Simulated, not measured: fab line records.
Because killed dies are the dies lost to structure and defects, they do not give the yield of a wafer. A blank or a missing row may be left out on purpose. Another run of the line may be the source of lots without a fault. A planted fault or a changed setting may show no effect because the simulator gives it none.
Code-filled problem report in 8D (eight disciplines) form    flow nand_harc    the parts of the form that need people (team, actions taken, sign-off) are left out

## 1. THE PROBLEM
Wafers without a fault read 94.4 s with a standard deviation of 0.39, while run_length_s at NHARC_P_BONDPAD_ETCH_24 averages 76.1 s across 3 wafers of 1 lot. Measured from the usual mean, that is -47 standard deviations.
The step: etches the open film in CF4/N2, target depth 30 nm, time 72.99 s.
The first sign was on wafer L212.2 at day 12 15:24, on rie_diel-09. At this step, 36 wafers from 12 lots have a number in the record. Rule for "out" (also "out of limits"): further than 4 standard deviations from the usual mean. The other wafers with a number count as sound.

## 2. WHAT THIS IS AND IS NOT
question                     is                      is not
which readings at this step  run_length_s            drypump_motor_current_A, oes_product_au, rf_vpp_V, showerhead_plenum_p_Torr, throttle_valve_pct
which lots                   L212                    L198, L201, L202, L203, L206, L207, L209, L211, L217, L220, L221
which wafers of those lots   all that have a number  -
read on which tools          rie_diel-09             rie_diel-06, rie_diel-10
when                         from day 12 15:24       up to then (24 sound wafers); but 9 sound wafers of L217, L220, L221 came after

## 3. WHAT RULES OUT EACH SUSPECT
Counting: a tool stays on the suspect list if, at a process step up to the reading, it processed all lots that are out and no sound lot following the first of them.
- rie_diel-11 at NHARC_P_M2_ETCH_15 (etches the open film in C4F8/Ar, target depth 182.5 nm, time 91.2 s): ruled out as a lasting fault. Sound lots L220 ran on it after its first lot that is out, L212 (day 12 14:03). NHARC_P_M2_ETCH_15: start missing for some lots; hours and lot order therefore follow NHARC_P_BONDPAD_THK_MEAS_33.
- rie_diel-09 at NHARC_P_BONDPAD_ETCH_24 (etches the open film in CF4/N2, target depth 30 nm, time 72.99 s): ruled out as a lasting fault. Sound lots L221 ran on it after its first lot that is out, L212 (day 12 15:24).
Left after counting: nothing in the record.

## 4. THE CAUSE (what the simulator had put in)
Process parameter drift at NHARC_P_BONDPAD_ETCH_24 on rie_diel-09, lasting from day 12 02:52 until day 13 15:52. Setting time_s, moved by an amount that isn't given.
Counting ruled it out, wrongly.

## 5. SEQUENCE OF EFFECTS, ordered by route
One row per reading whose mean, taken over the struck wafers that have a number, lies over 3 standard deviations from the usual. Readings are gone through only where the record gives a usual standard deviation; hours: the median, over the lots, of the time from a lot's start at the first step in this table giving one to that lot's start at this step; sigmas: the change measured in usual standard deviations.
hours  step                     reading       usual   on struck wafers  change  sigmas
0      NHARC_P_BONDPAD_ETCH_24  run_length_s  94.4 s  76.1              -18.3   -47
The process steps in it:
- NHARC_P_BONDPAD_ETCH_24: etches the open film in CF4/N2, target depth 30 nm, time 72.99 s.
At these later measuring or inspecting steps, every struck wafer for which the step has a row has a number for every such reading, and none has moved that far: NHARC_P_BONDPAD_INSPECT_23.

## 6. WHAT WOULD HAVE CAUGHT IT SOONER
The fault began at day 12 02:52; the first out-of-limits reading in this record came at day 12 15:24, 13 hours later.
